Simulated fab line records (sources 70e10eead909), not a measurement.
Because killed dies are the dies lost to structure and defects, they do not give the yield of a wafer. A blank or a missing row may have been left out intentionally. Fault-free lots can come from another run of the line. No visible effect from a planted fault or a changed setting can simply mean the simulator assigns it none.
Chamber matching -- flow nand-harc -- pecvd-03 running NHARC_A_BONDPAD_DEP_00: 3 sister chambers
The step deposits SiCN, target thk 250 nm. 22 wafers are shown with their chamber, then 11 later ones without.

WAFERS WITH THEIR CHAMBER
wafer,chamber,heater-power-w (W)
L074.1,1,533
L074.4,0,693
L074.6,2,553
L074.2,2,539
L074.3,0,665
L074.5,1,429
L080.2,0,635
L080.5,2,552
L080.6,1,550
L084.2,1,574
L084.4,0,670
L084.6,1,569
L083.3,0,685
L083.4,2,520
L083.6,0,566
L089.1,2,522
L089.3,0,663
L089.4,1,561
L091.2,2,494
L091.3,0,573
L091.4,1,591
L090.2,0,600

SIGNATURES (averages over the wafers above)
reading,chamber 0,chamber 1,chamber 2,scatter within a chamber
heater-power-w,638.89,543.86,530.00,45
Rule: a wafer lies at a distance from a chamber equal to the root of the sum of squares, over the readings, of (its reading less the chamber's mean, divided by the reading's scatter). The wafer belongs to the nearest chamber; if the next one is less than 2 further off, it can't be placed. The scatter is the square root of a quotient: the sum, over the shown wafers, of each reading's squared deviation from its chamber's mean, divided by wafers minus chambers.

WAFERS MISSING THEIR CHAMBER
wafer,heater-power-w (W)
L090.4,528
L090.5,631
L090.1,526
L090.3,462
L090.6,474
L096.2,620
L096.5,526
L096.6,582
L097.2,554
L097.3,564
L097.6,411

THE CHAMBER EACH PASSED THROUGH
wafer,from the rows above,in truth
L090.4,can't be placed: 2 or 1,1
L090.5,can't be placed: 0 or 1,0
L090.1,can't be placed: 2 or 1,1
L090.3,can't be placed: 2 or 1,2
L090.6,can't be placed: 2 or 1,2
L096.2,can't be placed: 0 or 1 or 2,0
L096.5,can't be placed: 2 or 1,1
L096.6,can't be placed: 1 or 2 or 0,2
L097.2,can't be placed: 1 or 2 or 0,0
L097.3,can't be placed: 1 or 2 or 0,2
L097.6,can't be placed: 2 or 1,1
Correct placement for 0 of the 11. Cannot be placed on the basis of these rows: 11; the candidates contain the true chamber in 11. 0 placed wrongly.
